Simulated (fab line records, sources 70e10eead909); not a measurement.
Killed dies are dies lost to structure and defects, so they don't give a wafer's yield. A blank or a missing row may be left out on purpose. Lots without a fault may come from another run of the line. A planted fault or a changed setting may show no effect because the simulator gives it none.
A struck lot beside a sound one | flow nand_harc | 14 steps out of a route of 1159
Sound: wafers L622.2, L622.3, L622.5. Struck: wafers L625.5, L625.6. (L625.3 of the same lot was not struck and is left out.) The cause comes at the end.
At each step with rows: each side's tool, then ch and its chambers, then its first start. Under that, the readings that differ: sound wafers | struck wafers | difference of the means | sigmas: that difference in standard deviations of wafers without a fault.
alike: readings whose means differ by less than 2 such deviations, and words and numbers that are the same on both sides. not compared: withheld readings, readings that some wafer has no value for, bounds like >300 that may hide the same value, and numbers for which the record gives no deviation and whose values overlap.
The two part at a step that has a row with sigmas, a row that says differs or no value, or rows on one side only. Numbers that don't overlap but have no deviation are shown without sigmas and don't part them. A reading that every wafer of one side lacks parts them only if that side has two wafers or more.

NHARC_A_ZERO_WELL_INSPECT_17:
  sound on defect_inspect-02, day 8 15:14; struck on defect_inspect-02, day 9 03:34
  alike: raw_defect_count
then, 3 steps without rows for these wafers: NHARC_A_SOURCE_PLATE_PRECLEAN_00 (cleans in HF-LAST, time 60 s); NHARC_A_SOURCE_PLATE_SRD_01; NHARC_A_SOURCE_PLATE_OXIDE_02 (material SiO2, target thk 10 nm, ox time 1362 s).
NHARC_A_SOURCE_PLATE_THK_MEAS_09: measures by ellipsometry.
  sound on film_metro-01, day 9 00:24; struck on film_metro-02, day 9 10:47
  alike: thk_nm
then, 3 steps without rows for these wafers: NHARC_A_SOURCE_PLATE_PVD_04 (deposits WSi2, target thk 50 nm); NHARC_A_SOURCE_PLATE_CVD_03 (deposits poly-Si, target thk 200 nm, time 4000 s); NHARC_A_SOURCE_PLATE_ANNEAL_05 (time 1800 s).
NHARC_A_SOURCE_PLATE_THK_MEAS_06: measures by ellipsometry.
  sound on film_metro-02, day 9 15:54; struck on film_metro-02, day 10 00:37
  reading     | sound             | struck      | difference | sigmas
  thk_nm (nm) | 195.3 197.2 194.8 | 201.9 202.1 | +6.2       | +3
NHARC_A_SOURCE_PLATE_INSPECT_08:
  sound on defect_inspect-01, day 9 15:58; struck on defect_inspect-02, day 10 00:41
  alike: raw_defect_count
NHARC_A_ONON_D1_DEP_00: target thk 1000 nm.
  sound on pecvd_onon-03 ch 0, day 9 16:05; struck on pecvd_onon-01 ch 0, day 10 00:53
NHARC_A_ONON_D1_THK_MEAS_02: measures by ellipsometry.
  sound on film_metro-01, day 9 16:32; struck on film_metro-01, day 10 01:16
  reading     | sound       | struck    | difference | sigmas
  thk_nm (nm) | 995 995 995 | 1685 1685 | +690       | +99 or more
then, 1 step without rows for these wafers: NHARC_A_ONON_D1_DEP_03 (target thk 1000 nm).
-- the record jumps here: 12 days lie between the struck wafers' starts before and after (it left off in module A_ONON_D1 and takes up again in module END, whose first step shown is number 1159 of the route) --
NHARC_END_SORT_01:
  sound on prober-02 ch 0, day 21 15:34; struck on prober-01 ch 0, day 22 01:58
  reading             | sound    | struck  | difference | sigmas
  killed_at_array     | 26 29 23 | 677 676 | +650       | +73
  killed_at_periphery | 8 4 6    | 0 0     | -6         | -3
  killed_dies         | 34 33 29 | 677 677 | +645       | +69
  killed_open         | 10 3 3   | 3 0     | -4         | -2
  alike: killed_at_other, killed_short

WHERE THEY PART
First at NHARC_A_SOURCE_PLATE_THK_MEAS_06; last, within this record, at NHARC_END_SORT_01.

WHY: what the simulator had put in
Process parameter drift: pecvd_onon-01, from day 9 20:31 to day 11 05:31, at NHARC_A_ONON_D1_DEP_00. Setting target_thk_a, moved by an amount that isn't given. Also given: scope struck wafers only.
